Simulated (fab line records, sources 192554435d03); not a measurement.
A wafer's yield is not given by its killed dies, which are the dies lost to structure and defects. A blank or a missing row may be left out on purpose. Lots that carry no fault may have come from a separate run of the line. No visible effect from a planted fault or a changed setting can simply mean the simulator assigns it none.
Split-lot trial    flow n5_finfet    route with 1938 steps; 7 lots, 21 wafers read

## THE SPLIT
At N5_MOL_CONTACT_COAG_EXPOSE_37 (exposes mask VD, defocus 0 nm), the setting dose_mj was moved away from the recipe's 62 on 7 of the 21 wafers read, by -6.5% to +6.7%. All remaining wafers had this setting at the recipe value.

## FROM THE SPLIT TO THE READING: what the file shows between them, 2 steps
- N5_MOL_CONTACT_COAG_PEB_38: peb time 60 s
- N5_MOL_CONTACT_COAG_DEVELOP_39: develop time 30 s

## THE READING
Shown in nm: cd_nm at N5_MOL_CONTACT_COAG_CD_MEAS_40, with target cd 25.1 nm. On this fab line, fault-free wafers typically give 25.20 nm with a standard deviation of 0.22 nm.

wafer   tool, chamber at the split  dose_mj as run  against the recipe  cd_nm, nm  against lot-mates on the recipe
L075.1  euv_scanner-02, 0           62              recipe              25.45      -
L075.4  euv_scanner-02, 0           64.41           +3.9%               25.81      +0.64
L075.5  euv_scanner-02, 0           62              recipe              24.89      -
L078.1  euv_scanner-02, 0           62              recipe              25.38      -
L078.2  euv_scanner-02, 0           62              recipe              25.24      -
L078.4  euv_scanner-02, 0           62              recipe              25.30      -
L084.2  euv_scanner-01, 0           62              recipe              25.37      -
L084.3  euv_scanner-01, 0           62              recipe              24.94      -
L084.5  euv_scanner-01, 0           62              recipe              25.25      -
L085.2  euv_scanner-01, 0           62              recipe              25.35      -
L085.4  euv_scanner-01, 0           62              recipe              25.19      -
L085.6  euv_scanner-01, 0           65.85           +6.2%               26.38      +1.11
L089.1  euv_scanner-02, 0           66.14           +6.7%               26.54      +1.43
L089.4  euv_scanner-02, 0           62              recipe              25.25      -
L089.5  euv_scanner-02, 0           62              recipe              24.96      -
L096.1  euv_scanner-01, 0           65.75           +6.0%               26.42      +1.31
L096.2  euv_scanner-01, 0           62              recipe              25.11      -
L096.3  euv_scanner-01, 0           65.75           +6.0%               26.20      +1.09
L097.2  euv_scanner-01, 0           57.95           -6.5%               23.96      -1.57
L097.4  euv_scanner-01, 0           62              recipe              25.53      -
L097.6  euv_scanner-01, 0           57.95           -6.5%               23.55      -1.98

THE FIT
A straight line over all 21 wafers: cd_nm changes by +0.199 nm for each +1% of dose_mj; r = +0.97; the points scatter about the line by 0.19 nm.
The same after taking each lot's own level away (the mean of its wafers on the recipe; 21 wafers): +0.225 nm for each +1%; r = +0.97; scatter 0.19 nm.
On that fit, the largest move of dose_mj shifts the reading by 1.5 nm.
Measured against the standard deviation above, the lots' own levels, which go from 25.105 to 25.530 nm, span 1.9 times it.
In other words, the slope is changed by the lot-to-lot level; the two fits disagree.
Check: +1.43 nm against its lot-mates is what the line predicts for one of the wafers moved furthest among these (+6.7%) when that wafer is left out of the fit. Against them it came out at +1.43 nm.

## FILE'S OWN FIT
cd_nm changes by +0.213 nm for each +1% of dose_mj, r = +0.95.
